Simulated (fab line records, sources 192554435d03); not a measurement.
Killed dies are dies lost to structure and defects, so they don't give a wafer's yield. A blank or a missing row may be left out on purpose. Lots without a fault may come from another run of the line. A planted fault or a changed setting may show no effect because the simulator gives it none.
Split-lot experiment | flow n5_finfet | 7 lots, 21 wafers read, on a route of 1938 steps

THE SPLIT
At N5_BEOL_M4_ILD_DEP_00 (deposits SiOC from DEMS/O2, target thk 79 nm, time 15.3 s), the setting time_s was moved away from the recipe's 15.3 s on 7 of the 21 wafers read, by -14.6% to +12.0%. The other wafers ran this setting at the recipe's value.

The file shows no step between the split and the reading.

THE READING
M4_ILD_THK, in nm, at N5_BEOL_M4_THK_MEAS_01. Fault-free wafers of this fab line usually give 78.9 nm, standard deviation 1.2 nm.

wafer  | tool, chamber at the split | time_s as run, s | against the recipe | M4_ILD_THK, nm | against lot-mates on the recipe
L079.2 | pecvd-01, 0                | 15.3             | recipe             | 79.1           | -
L079.5 | pecvd-01, 2                | 15.3             | recipe             | 78.8           | -
L079.6 | pecvd-01, 1                | 15.3             | recipe             | 81.7           | -
L077.2 | pecvd-03, 2                | 13.06            | -14.6%             | 67.6           | -9.4
L077.3 | pecvd-03, 1                | 15.3             | recipe             | 77.0           | -
L077.4 | pecvd-03, 0                | 13.06            | -14.6%             | 70.0           | -7.0
L078.1 | pecvd-01, 1                | 15.3             | recipe             | 79.4           | -
L078.2 | pecvd-01, 2                | 15.3             | recipe             | 79.2           | -
L078.6 | pecvd-01, 0                | 15.3             | recipe             | 79.7           | -
L080.3 | pecvd-02, 1                | 15.3             | recipe             | 77.9           | -
L080.4 | pecvd-02, 1                | 15.3             | recipe             | 79.2           | -
L080.5 | pecvd-02, 2                | 14.2             | -7.2%              | 73.2           | -5.4
L083.2 | pecvd-02, 1                | 15.3             | recipe             | 77.3           | -
L083.3 | pecvd-02, 0                | 15.3             | recipe             | 78.6           | -
L083.5 | pecvd-02, 2                | 13.63            | -10.9%             | 69.1           | -8.8
L084.1 | pecvd-01, 0                | 15.3             | recipe             | 76.8           | -
L084.2 | pecvd-01, 2                | 14.41            | -5.8%              | 72.8           | -4.0
L084.4 | pecvd-01, 0                | 14.41            | -5.8%              | 74.1           | -2.7
L085.2 | pecvd-01, 0                | 15.3             | recipe             | 77.1           | -
L085.5 | pecvd-01, 2                | 17.14            | +12.0%             | 88.2           | +10.2
L085.6 | pecvd-01, 0                | 15.3             | recipe             | 78.9           | -

THE FIT
A straight line over all 21 wafers: M4_ILD_THK changes by +0.745 nm for each +1% of time_s; r = +0.96; the points scatter about the line by 1.3 nm.
The same after taking each lot's own level away (the mean of its wafers on the recipe; 21 wafers): +0.674 nm for each +1%; r = +0.96; scatter 1.1 nm.
On that fit, the largest move of time_s shifts the reading by 9.9 nm.
The lots' own levels span 76.80 to 79.87 nm, that is 2.6 times the standard deviation above.
So the lot-to-lot level changes the slope: the two fits differ.
Check: with one of the wafers moved furthest among these (-14.6%) left out of the fit, the line predicts -9.74 nm for it against its lot-mates. It came out at -9.4 nm against them.

OTHER SPLITS ON THESE WAFERS
These wafers also went through other splits before the reading. Each is held against what the fit with the lots' levels taken away leaves over:
other split on the same wafers          | wafers away from the commonest value | r with M4_ILD_THK (lot level and that fit taken away)
N5_BEOL_M0_SAQP_ETCH_106 target_depth_a | 5                                    | -0.28
N5_BEOL_M1_HM_DEP_02 target_thk_a       | 8                                    | -0.08
N5_BEOL_M1_COAT_61 spin_rpm             | 6                                    | -0.45
N5_BEOL_M1_TRENCH_ETCH_37 bias_w        | 5                                    | +0.28
N5_BEOL_M2_COAT_67 spin_rpm             | 8                                    | +0.03
N5_BEOL_M2_COAT_22 spin_rpm             | 5                                    | -0.05

THE WHOLE CHAIN: every reading that the file lists as answering this split, in the file's order
step                   | what it does                                              | reading                                                                            | change (the file's fit)               | r (the file's)
N5_BEOL_M4_ILD_DEP_00  | deposits SiOC from DEMS/O2, target thk 79 nm, time 15.3 s | SiOC_of_BEOL_M4_ILD_DEP_00.thk_nm (the simulator's own value, which no gauge read) | +0.708 nm for each +1% of the setting | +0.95
N5_BEOL_M4_THK_MEAS_01 |                                                           | M4_ILD_THK                                                                         | +0.705 for each +1% of the setting    | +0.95

THE FILE'S OWN FIT
M4_ILD_THK changes by +0.705 nm for each +1% of time_s, r = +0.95.
